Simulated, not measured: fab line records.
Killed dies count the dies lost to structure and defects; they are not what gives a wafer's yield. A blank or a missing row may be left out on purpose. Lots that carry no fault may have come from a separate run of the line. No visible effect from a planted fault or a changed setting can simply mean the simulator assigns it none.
Chamber matching + flow nand-harc + 4 sister chambers for NHARC_P_M0_CMP_23 on cmp-04
The step polishes, t overpolish 20 s, target thk 117.54 nm. 14 wafers are shown with their chamber, then 7 later ones without.

== EACH WAFER AND ITS CHAMBER ==
| wafer  | chamber | motor-current-A (A) | time-to-endpoint-s (s) |
|--------|---------|---------------------|------------------------|
| L075.3 | 3       | 11.7                | 27                     |
| L075.4 | 1       | 12.7                | 29                     |
| L075.6 | 1       | 13.6                | 28                     |
| L076.1 | 3       | 11.6                | 30                     |
| L076.5 | 3       | 11.2                | 31                     |
| L076.6 | 0       | 11.2                | 26                     |
| L079.1 | 0       | 11.5                | 27                     |
| L079.4 | 1       | 12.4                | 28                     |
| L079.6 | 2       | 11.4                | 32                     |
| L080.1 | 3       | 11.7                | 31                     |
| L080.2 | 0       | 11.5                | 33                     |
| L080.5 | 3       | 11.8                | 32                     |
| L090.1 | 2       | 11.1                | 29                     |
| L090.4 | 1       | 12.2                | 26                     |

SIGNATURES (averages over the wafers above)
| reading            | chamber 0 | chamber 1 | chamber 2 | chamber 3 | scatter within a chamber |
|--------------------|-----------|-----------|-----------|-----------|--------------------------|
| motor-current-A    | 11.400    | 12.725    | 11.250    | 11.600    | 0.384                    |
| time-to-endpoint-s | 28.67     | 27.75     | 30.50     | 30.20     | 2.3                      |
Rule: a wafer's distance from a chamber is the root of the sum, over the readings, of the square of ((its reading less the chamber's mean) divided by the reading's scatter). If the next closest chamber is less than 2 further off than the closest, the wafer can't be placed; otherwise it belongs to the closest. How the scatter is found: for the shown wafers, subtract from each reading the mean of its chamber, square and add these, divide the total by (wafers less chambers), then take the root.

== WAFERS MISSING THEIR CHAMBER ==
| wafer  | motor-current-A (A) | time-to-endpoint-s (s) |
|--------|---------------------|------------------------|
| L090.5 | 11.0                | 27                     |
| L095.2 | 12.0                | 28                     |
| L095.5 | 12.5                | 29                     |
| L095.6 | 11.0                | 31                     |
| L097.1 | 11.5                | 28                     |
| L097.2 | 11.4                | 28                     |
| L097.3 | 10.5                | 34                     |

== CHAMBER TAKEN BY EACH ==
| wafer  | from the rows above               | in truth |
|--------|-----------------------------------|----------|
| L090.5 | can't be placed: 0 or 2 or 3      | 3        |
| L095.2 | can't be placed: 3 or 0 or 1 or 2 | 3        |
| L095.5 | can't be placed: 1 or 3           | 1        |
| L095.6 | can't be placed: 2 or 0 or 3      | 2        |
| L097.1 | can't be placed: 0 or 3 or 2      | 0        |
| L097.2 | can't be placed: 0 or 3 or 2      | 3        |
| L097.3 | can't be placed: 2 or 0 or 3      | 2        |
Correctly placed: 0 of 7. Cannot be placed on the basis of these rows: 7; the candidates contain the true chamber in 7. Placed wrongly: 0.
